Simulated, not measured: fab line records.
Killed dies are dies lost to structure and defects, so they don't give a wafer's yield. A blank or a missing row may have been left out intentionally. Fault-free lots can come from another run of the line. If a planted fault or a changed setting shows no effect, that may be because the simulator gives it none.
Comparing a struck lot with a sound one ; flow nand harc ; 17 out of 1302 route steps
Sound: the wafers L390.1, L390.3, L390.6. The struck wafers were L399.2, L399.3, L399.4. The cause comes at the end.
For every step that has rows: the tool of each side, followed by ch and its chambers, followed by its first start. Under that, the readings that differ: sound wafers ; struck wafers ; difference of the means ; sigmas: that difference in standard deviations of wafers without a fault.
alike: words and numbers the same on both sides, and readings whose means are apart by under 2 such deviations; not compared: readings that were withheld, readings missing a value for some wafer, numbers with overlapping values and no deviation given by the record, and bounds like >300 which may hide the same value.
The two part at a step that has a row with sigmas, a row that says differs or no value, or rows on one side only. Non-overlapping numbers with no deviation appear without sigmas and do not part them. A reading missing from all wafers of one side parts the sides only when that side holds two or more wafers.

first, 2 steps without rows for these wafers: NHARC_A_CHANNEL_HOLE_D2_STRIP_42 (strips in CF4/CHF3); NHARC_A_CHANNEL_HOLE_D2_STRIP_43 (strips in O2/COS).
NHARC_A_CHANNEL_HOLE_D2_ETCH_44: etches the open film in CF4/O2, target depth 140 nm, overetch 14 nm, time 77 s.
  sound on rie diel-10 ch 0,1,3, day 14 16:24; struck on rie diel-10 ch 0,1,2, day 17 22:07
  alike: drypump motor current A, oes_o_777_au, oes product au, rf vpp V, showerhead plenum p Torr, throttle valve pct
  not compared: rf hours counter h
NHARC_A_CHANNEL_HOLE_D2_STRIP_28: strips in O2.
  sound: rie diel-10 ch 0,2,3; struck: rie diel-10 ch 0,1,3
  alike: drypump motor current A, oes product au, rf vpp V, showerhead plenum p Torr, throttle valve pct
  not compared: rf hours counter h
then, 2 steps without rows for these wafers: NHARC_A_CHANNEL_HOLE_D2_PRECLEAN_29 (cleans in SC1); NHARC_A_CHANNEL_HOLE_D2_SRD_30.
NHARC_A_CHANNEL_HOLE_D2_CD_MEAS_31:
  struck on cd sem-03, day 17 22:55; sound on cd sem-01, day 14 17:12
  alike: cd nm
NHARC_A_CHANNEL_HOLE_D2_XSEM_32:
  sound on xsem-02 ch 0, day 14 17:17; struck on xsem-01 ch 0, day 17 23:01
reading;sound;struck;difference;sigmas
tilt deg (degrees);0.11 0.11 0.11;-0.04 -0.04 -0.04;-0.15;-4
  alike: bot cd nm, bow nm
NHARC_A_CHANNEL_HOLE_D2_INSPECT_40:
  struck on defect inspect-02, day 17 23:06; sound on defect inspect-01, day 14 17:23
  alike: raw defect count
then, 2 steps without rows for these wafers: NHARC_A_CHANNEL_FILL_D2_PRECLEAN_00 (cleans in SC1); NHARC_A_CHANNEL_FILL_D2_SRD_01.
NHARC_A_CHANNEL_FILL_D2_ALD_02: deposits SiO2, target thk 6 nm, pulse time 10 s, ald cycles 60.
  sound on ald hk-04 ch 0,3, day 14 17:35; struck on ald hk-01 ch 0,1,3, day 17 23:18
  alike: heater power w, precursor pulse height rel, susceptor temp C
NHARC_A_CHANNEL_FILL_D2_ALD_03: deposits SiNx, target thk 6 nm, pulse time 60 s, ald cycles 58.
  sound on ald sin batch-01 ch 0, day 14 21:01; struck on ald sin batch-01 ch 0, day 18 03:10
reading;sound;struck;difference;sigmas
susceptor temp C (C);629.79 630.38 629.78;644.67 644.29 644.54;+14.52;+52
  alike: precursor pulse height rel
NHARC_A_CHANNEL_FILL_D2_ALD_14: deposits SiO2, target thk 2.5 nm, pulse time 10 s, ald cycles 25.
  sound on ald hk-03 ch 0,2, day 15 00:38; struck on ald hk-01 ch 0,1,2, day 18 06:45
  alike: heater power w, precursor pulse height rel, susceptor temp C
NHARC_A_CHANNEL_FILL_D2_ALD_15: deposits SiNx, target thk 2 nm, pulse time 60 s, ald cycles 19.
  sound on ald sin batch-02 ch 0, day 15 03:43; struck on ald sin batch-01 ch 0, day 18 10:06
  alike: precursor pulse height rel
  not compared: susceptor temp C
then, 1 step without rows for these wafers: NHARC_A_CHANNEL_FILL_D2_ALD_16 (deposits SiO2, target thk 1.5 nm, pulse time 10 s, ald cycles 15).
-- break in the record here, with 10 days between the starts of the struck wafers on either side (left off in module A_CHANNEL_FILL_D2, picked up again in module END, where the first step shown is number 1302 on the route) --
NHARC_END_SORT_01:
  sound on prober-01 ch 0, day 25 10:44; struck on prober-02 ch 0, day 28 11:40
  alike: killed at array, killed at other, killed at periphery, killed dies, killed open, killed short

WHERE THEY PART
First at NHARC_A_CHANNEL_HOLE_D2_XSEM_32; last, within this record, at NHARC_A_CHANNEL_FILL_D2_ALD_03. Later steps at which nothing parts them and some readings are alike: NHARC_A_CHANNEL_FILL_D2_ALD_14, NHARC_A_CHANNEL_FILL_D2_ALD_15, NHARC_END_SORT_01.

WHY: what had been put in by the simulator
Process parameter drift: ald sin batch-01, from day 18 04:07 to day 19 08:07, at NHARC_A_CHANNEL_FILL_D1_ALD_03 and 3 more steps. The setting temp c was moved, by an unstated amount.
